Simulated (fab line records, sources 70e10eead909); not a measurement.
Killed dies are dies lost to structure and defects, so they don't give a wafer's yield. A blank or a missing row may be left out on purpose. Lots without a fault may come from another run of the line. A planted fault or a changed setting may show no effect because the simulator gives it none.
Which tool did it? | flow nand_harc | 11 lots, 33 wafers sampled, at 5 steps of a route of 1302

WHAT THE GAUGES READ, wafer by wafer
NHARC_P_ZERO_WELL_CD_MEAS_37: target cd 720 nm. Usual: cd_nm 719.3 nm, standard deviation 1.7.
lot  | measured     | on        | cd_nm (nm)        | flag
L790 | day 2 00:05  | cd_sem-02 | 717.1 719.7 720.3 |
L792 | day 2 20:07  | cd_sem-03 | 760.4 756.7 759.1 | OFF
L804 | day 7 20:02  | cd_sem-01 | 719.2 719.8 722.2 |
L805 | day 8 05:59  | cd_sem-03 | 719.0 717.2 719.7 |
L806 | day 8 15:59  | cd_sem-01 | 717.0 719.8 718.0 |
L807 | day 9 02:22  | cd_sem-01 | 717.7 717.3 718.5 |
L808 | day 9 12:58  | cd_sem-02 | 718.1 722.3 719.0 |
L809 | day 9 22:16  | cd_sem-02 | 721.6 721.4 720.2 |
L810 | day 10 08:16 | cd_sem-01 | 716.8 716.0 721.1 |
L811 | day 10 18:04 | cd_sem-01 | 720.5 718.0 715.7 |
L812 | day 11 04:16 | cd_sem-03 | 721.3 720.1 719.4 |

NHARC_P_GATE_CD_MEAS_11: target cd 1640 nm. Usual: cd_nm 1639.9 nm, standard deviation 1.8.
lot  | measured     | on        | cd_nm (nm)           | flag
L790 | day 4 08:45  | cd_sem-03 | 1641.1 1640.7 1638.9 |
L792 | day 5 03:52  | cd_sem-01 | 1642.0 1643.8 1640.4 |
L804 | day 10 11:43 | cd_sem-02 | 1639.6 1638.0 1637.6 |
L805 | day 10 11:33 | cd_sem-03 | 1639.9 1639.7 1641.3 |
L806 | day 10 21:58 | cd_sem-02 | 1639.4 1641.7 1637.4 |
L807 | day 11 10:31 | cd_sem-03 | 1637.6 1639.9 1642.3 |
L808 | day 11 23:16 | cd_sem-02 | 1639.9 1638.3 1636.7 |
L809 | day 12 08:33 | cd_sem-02 | 1640.1 1641.3 1640.4 |
L810 | day 12 19:31 | cd_sem-02 | 1640.0 1639.9 1638.1 |
L811 | day 13 01:14 | cd_sem-01 | 1642.6 1642.1 1640.7 |
L812 | day 13 15:04 | cd_sem-03 | 1643.3 1642.5 1639.0 |

WHICH TOOL RAN EACH LOT (tool, then ch and the chambers of the sampled wafers, then the start)
lot  | NHARC_P_ZERO_WELL_ETCH_62                     | NHARC_P_ZERO_WELL_EXPOSE_34       | NHARC_P_STI_ETCH_15
L790 | rie_diel-02 ch 0,1, day 1 23:56 or earlier    | krf_scanner-01 ch 0, day 1 23:56  | rie_si-02 ch 0,1,2, day 2 23:20
L792 | rie_diel-12 ch 0,2, day 2 19:58 or earlier    | krf_scanner-01 ch 0, day 2 19:58  | rie_si-05 ch 0,3, day 3 15:58
L804 | rie_diel-09 ch 0,3, day 7 19:53 or earlier    | krf_scanner-04 ch 0, day 7 19:53  | rie_si-02 ch 0,2,3, day 8 11:50
L805 | rie_diel-02 ch 0,1,2, day 8 05:50 or earlier  | krf_scanner-01 ch 0, day 8 05:50  | rie_si-02 ch 1,3, day 9 01:05
L806 | rie_diel-02 ch 2,3, day 8 15:50 or earlier    | krf_scanner-01 ch 0, day 8 15:50  | rie_si-01 ch 2,3, day 9 10:52
L807 | rie_diel-09 ch 2,3, day 9 02:12 or earlier    | krf_scanner-02 ch 0, day 9 02:12  | rie_si-02 ch 1,2,3, day 9 21:39
L808 | rie_diel-09 ch 0,1,3, day 9 12:48 or earlier  | krf_scanner-01 ch 0, day 9 12:48  | rie_si-02 ch 0,1,2, day 10 07:42
L809 | rie_diel-09 ch 0,1,3, day 9 22:07 or earlier  | krf_scanner-04 ch 0, day 9 22:07  | rie_si-02 ch 1,2, day 10 20:04
L810 | rie_diel-12 ch 0,2,3, day 10 08:07 or earlier | krf_scanner-01 ch 0, day 10 08:07 | rie_si-05 ch 1,2,3, day 11 03:49
L811 | rie_diel-09 ch 0,1, day 10 17:55 or earlier   | krf_scanner-01 ch 0, day 10 17:55 | rie_si-01 ch 1,2,3, day 11 14:40
L812 | rie_diel-02 ch 1,2, day 11 04:07 or earlier   | krf_scanner-01 ch 0, day 11 04:07 | rie_si-05 ch 2,3, day 11 23:43
- NHARC_P_ZERO_WELL_ETCH_62: etches the open film in CHF3/Ar, target depth 13 nm, time 6.5 s.
- NHARC_P_ZERO_WELL_EXPOSE_34: exposes mask P PWELL, target cd 720 nm.
- NHARC_P_STI_ETCH_15: etches the open film in HBr/Cl2, target depth 300 nm, time 100.1 s.

WHAT THE TOOLS THEMSELVES READ (means of the sampled wafers that have a number; where no wafer has one, the mark that the record gives instead)
NHARC_P_ZERO_WELL_ETCH_62. Usual: drypump_motor_current_A 5.85 A, standard deviation 0.27; oes_product_au 0.956 a.u., standard deviation 0.018; rf_vpp_V 371.2 V, standard deviation 2.5; showerhead_plenum_p_Torr 2.37 Torr, standard deviation 0.1; throttle_valve_pct 20.216 %, standard deviation 0.0083.
lot  | tool        | drypump_motor_current_A (A) | oes_product_au (a.u.) | rf_vpp_V (V) | showerhead_plenum_p_Torr (Torr) | throttle_valve_pct (%) | flag
L790 | rie_diel-02 | 5.80                        | 0.979                 | 368.0        | 2.24                            | 20.219                 |
L792 | rie_diel-12 | 5.69                        | 0.973                 | 372.3        | 2.42                            | 20.215                 |
L804 | rie_diel-09 | 5.90                        | 0.936                 | 374.6        | 2.51                            | 20.217                 |
L805 | rie_diel-02 | 5.84                        | 0.961                 | 370.4        | 2.36                            | 20.219                 |
L806 | rie_diel-02 | 5.61                        | 0.976                 | 371.3        | 2.36                            | 20.220                 |
L807 | rie_diel-09 | 6.06                        | 0.967                 | 372.5        | 2.48                            | 20.222                 |
L808 | rie_diel-09 | 5.92                        | 0.932                 | 371.9        | 2.43                            | 20.211                 |
L809 | rie_diel-09 | 5.91                        | 0.964                 | 372.7        | 2.43                            | 20.211                 |
L810 | rie_diel-12 | 5.76                        | 0.945                 | 369.8        | 2.34                            | 20.220                 |
L811 | rie_diel-09 | 5.97                        | 0.960                 | 372.1        | 2.40                            | 20.214                 |
L812 | rie_diel-02 | 5.67                        | 0.939                 | 369.1        | 2.27                            | 20.214                 |

NHARC_P_ZERO_WELL_EXPOSE_34. Usual: focus_offset_nm 0.0 nm, standard deviation 0.51.
lot  | tool           | focus_offset_nm (nm) | flag
L790 | krf_scanner-01 | -0.2                 |
L792 | krf_scanner-01 | -0.6                 |
L804 | krf_scanner-04 | -0.2                 |
L805 | krf_scanner-01 | 1.0                  |
L806 | krf_scanner-01 | 0.2                  |
L807 | krf_scanner-02 | -0.4                 |
L808 | krf_scanner-01 | 0.4                  |
L809 | krf_scanner-04 | 0.2                  |
L810 | krf_scanner-01 | -0.6                 |
L811 | krf_scanner-01 | 0.5                  |
L812 | krf_scanner-01 | 0.0                  |

NHARC_P_STI_ETCH_15. Usual: drypump_motor_current_A 5.9 A, standard deviation 0.52; he_backside_leak_sccm 2.68 sccm, standard deviation 0.24; mfc_cl2_sccm 50.00 sccm, standard deviation 0.14; oes_product_au 0.998 a.u., standard deviation 0.011; throttle_valve_pct 26.407 %, standard deviation 0.0086.
lot  | tool      | drypump_motor_current_A (A) | he_backside_leak_sccm (sccm) | mfc_cl2_sccm (sccm) | oes_product_au (a.u.) | throttle_valve_pct (%) | flag
L790 | rie_si-02 | 5.4                         | 2.43                         | 49.80               | 0.994                 | 26.403                 |
L792 | rie_si-05 | 6.1                         | 2.91                         | 49.96               | 0.994                 | 26.404                 |
L804 | rie_si-02 | 5.8                         | 2.57                         | 50.02               | 1.005                 | 26.397                 |
L805 | rie_si-02 | 5.9                         | 2.36                         | 50.12               | 0.994                 | 26.399                 |
L806 | rie_si-01 | 5.9                         | 2.81                         | 49.94               | 0.988                 | 26.408                 |
L807 | rie_si-02 | 5.8                         | 2.39                         | 49.95               | 1.004                 | 26.406                 |
L808 | rie_si-02 | 5.5                         | 2.52                         | 50.02               | 1.011                 | 26.401                 |
L809 | rie_si-02 | 5.4                         | 2.48                         | 50.12               | 0.991                 | 26.405                 |
L810 | rie_si-05 | 5.7                         | 2.80                         | 50.01               | 1.002                 | 26.407                 |
L811 | rie_si-01 | 6.1                         | 2.71                         | 50.09               | 0.997                 | 26.406                 |
L812 | rie_si-05 | 6.0                         | 2.90                         | 50.03               | 1.001                 | 26.407                 |

THE ANSWER, worked out from the rows above alone
Rule: a lot is off if the mean of its wafers that have a number lies more than 3 standard deviations from the usual mean. A lot without any number at a reading at which 4 lots or more have one is off too. The other lots that the step has rows for count as sound. The gauges are gone through in route order, then the tools' own readings, and for those a lot's mean is taken as printed above. The first step at which some lot is off is used, and at that step the reading that is off furthest; a lot without a number counts as furthest.
Off: L792, at NHARC_P_ZERO_WELL_CD_MEAS_37 (cd_nm).
A tool fits if, at a process step before that reading, it ran every lot that is off, and no sound lot after the first of them. The gauges at NHARC_P_ZERO_WELL_CD_MEAS_37 are tried like those tools. NHARC_P_ZERO_WELL_ETCH_62 gives no start for some lots, so the hours and the order of its lots are those of NHARC_P_ZERO_WELL_EXPOSE_34. None of those tried fits.

WHAT THE SIMULATOR HAD PUT IN
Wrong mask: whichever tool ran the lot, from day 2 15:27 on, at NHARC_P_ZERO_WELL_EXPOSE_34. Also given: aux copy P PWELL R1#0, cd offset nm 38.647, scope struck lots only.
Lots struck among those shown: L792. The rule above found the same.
